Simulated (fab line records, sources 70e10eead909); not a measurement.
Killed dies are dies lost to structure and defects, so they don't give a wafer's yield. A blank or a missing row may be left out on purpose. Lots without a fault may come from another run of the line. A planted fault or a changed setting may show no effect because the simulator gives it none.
Which tool did it? | flow nand_harc | 6 lots, 18 wafers sampled, at 2 steps of a route of 1159

WHAT THE GAUGES READ, wafer by wafer
NHARC_A_ONON_D1_THK_MEAS_08: measures by ellipsometry.
lot  | measured     | on            | thk_nm (nm)
L665 | day 8 06:10  | film_metro-01 | 987 985 985
L668 | day 8 06:10  | film_metro-02 | 1012 1009 1010
L670 | day 8 11:05  | film_metro-01 | 1001 998 1000
L680 | day 11 08:35 | film_metro-01 | 1006 1362 1364
L682 | day 12 10:10 | film_metro-02 | 990 991 991
L686 | day 12 17:53 | film_metro-02 | 993 996 995

WHICH TOOL RAN EACH LOT (tool, then ch and the chambers of the sampled wafers, then the start)
lot  | NHARC_A_ONON_D1_DEP_06
L665 | pecvd_onon-04 ch 0, day 8 05:43
L668 | pecvd_onon-03 ch 0, day 8 05:43
L670 | pecvd_onon-04 ch 0, day 8 10:34
L680 | pecvd_onon-02 ch 0, day 11 08:05
L682 | pecvd_onon-03 ch 0, day 12 09:46
L686 | pecvd_onon-04 ch 0, day 12 17:25
- NHARC_A_ONON_D1_DEP_06: target thk 1000 nm.

THE ANSWER, worked out from the rows above alone
Rule: what is usual is taken from the lots themselves. Put in order of their means at a reading, lots are off if they are a third of the lots or fewer, leave a main group of 4 or more, and stand apart from it by a gap of 3 or more times the standard deviation of the main group's means; of several such gaps the widest counts. A main group whose means are all the same, to the digits that the tables above print for the reading, isn't used. A lot without any number at a reading at which 4 lots or more have one is off too. The other lots that the step has rows for count as sound.
Off: L680, at NHARC_A_ONON_D1_THK_MEAS_08 (thk_nm). The main group: mean 996 nm, standard deviation 8.4.
A tool fits if, at a process step before that reading, it ran every lot that is off, and no sound lot after the first of them. The gauges at NHARC_A_ONON_D1_THK_MEAS_08 are tried like those tools. Can't be told from this: 2 tools fit, pecvd_onon-02 at NHARC_A_ONON_D1_DEP_06, film_metro-01 at NHARC_A_ONON_D1_THK_MEAS_08.

WHAT THE SIMULATOR HAD PUT IN
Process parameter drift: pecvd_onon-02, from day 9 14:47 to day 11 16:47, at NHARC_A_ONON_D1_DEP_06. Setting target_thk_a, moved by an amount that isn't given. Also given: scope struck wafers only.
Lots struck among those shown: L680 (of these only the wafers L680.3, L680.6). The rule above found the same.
